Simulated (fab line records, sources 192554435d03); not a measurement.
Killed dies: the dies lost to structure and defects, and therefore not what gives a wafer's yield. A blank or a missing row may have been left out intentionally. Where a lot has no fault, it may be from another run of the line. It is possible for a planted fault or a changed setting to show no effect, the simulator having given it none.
Comparing a struck lot with a sound one || flow n5-finfet || 14 steps out of a route of 1938
Sound: wafers L188.1, L188.2, L188.6. The struck wafers were L198.1, L198.2, L198.4. Last of all comes the cause.
Per side, at each step with rows, come the tool, then ch with its chambers, and then its first start. Under that, the readings that differ: sound wafers || struck wafers || difference of the means || sigmas: that difference in standard deviations of wafers without a fault.
alike: same words and numbers on both sides, and readings whose means sit less than 2 such deviations apart. not compared: any withheld reading, any reading some wafer has no value for, any bound like >300 that may hide the same value, and any number with overlapping values for which the record gives no deviation.
A row with sigmas, a row that says differs or no value, or rows on one side alone: a step with any of these is where the two part. Numbers that don't overlap but have no deviation are shown without sigmas and don't part them. Lack of a reading on every wafer of one side parts them only where that side has two or more wafers.

N5_BEOL_M5_RS_MEAS_57: uses a four-point probe to measure.
  sound: film-metro-01 at day 8 14:08; struck: film-metro-02 at day 11 04:55
  alike: M5_RS
N5_BEOL_M5_INSPECT_58: inspects for defects (darkfield).
  sound: defect-inspect-01 at day 8 14:10; struck: defect-inspect-01 at day 11 04:56
{"reading": "raw-defect-count", "sound": "104 104 117", "struck": "65 56 70", "difference": -45, "sigmas": -2}
N5_BEOL_M6_ILD_DEP_00: deposits SiCOH lowk from DEMS/porogen, target thk 179.75 nm, time 33.4 s.
  sound on pecvd-03 ch 0,2, day 8 14:13; struck on pecvd-02 ch 1,2, day 11 04:59
  alike: heater-power-w, showerhead-plenum-p-Torr, showerhead-vpp-V, throttle-valve-pct
N5_BEOL_M6_CURE_74: cures SiCOH lowk, time 240 s.
  sound on uv-cure-01 ch 0, day 8 14:16; struck on uv-cure-03 ch 1, day 11 05:04
  alike: lamp-power-pct, wafer_temp_C_max
N5_BEOL_M6_THK_MEAS_01:
  sound: film-metro-01 at day 8 15:16; struck: film-metro-02 at day 11 06:03
  alike: M6_ILD_THK
N5_BEOL_M6_PECVD_70: deposits SiO2 from TEOS/O2, target thk 20 nm, time 22.7 s.
  sound on pecvd-01 ch 1,2, day 8 15:18; struck on pecvd-03 ch 0,1,2, day 11 06:05
  alike: heater-power-w, showerhead-plenum-p-Torr, showerhead-vpp-V, throttle-valve-pct
N5_BEOL_M6_HM_DEP_02: deposits TiN, target thk 20 nm.
  sound: pvd-sputter-02 at day 8 15:52; struck: pvd-sputter-01 at day 11 07:20
  alike: throttle-valve-pct
then, 5 steps without rows for these wafers: N5_BEOL_M6_COAT_59 (time 60 s, resist thk 100 nm); N5_BEOL_M6_COAT_60 (time 60 s, resist thk 35 nm); N5_BEOL_M6_COAT_05 (resist thk 90 nm); N5_BEOL_M6_EBR_07; N5_BEOL_M6_SOFTBAKE_06 (time 60 s).
N5_BEOL_M6_EXPOSE_08: exposes mask M6.
  sound on arfi-scanner-02 ch 0, day 8 16:07; struck on arfi-scanner-03, day 11 07:41
  no value came back on the struck wafers for dipole-opening-deg (degrees), exposure-dose-mJ-cm2; on the sound wafers dipole-opening-deg (degrees) reads 35 35 35
  alike: mask
then, 1 step without rows for these wafers: N5_BEOL_M6_PEB_09 (peb time 60 s).

== WHERE THEY PART ==
At N5_BEOL_M5_INSPECT_58 first; at N5_BEOL_M6_EXPOSE_08 last (within this record only).

WHY: whatever the simulator had introduced
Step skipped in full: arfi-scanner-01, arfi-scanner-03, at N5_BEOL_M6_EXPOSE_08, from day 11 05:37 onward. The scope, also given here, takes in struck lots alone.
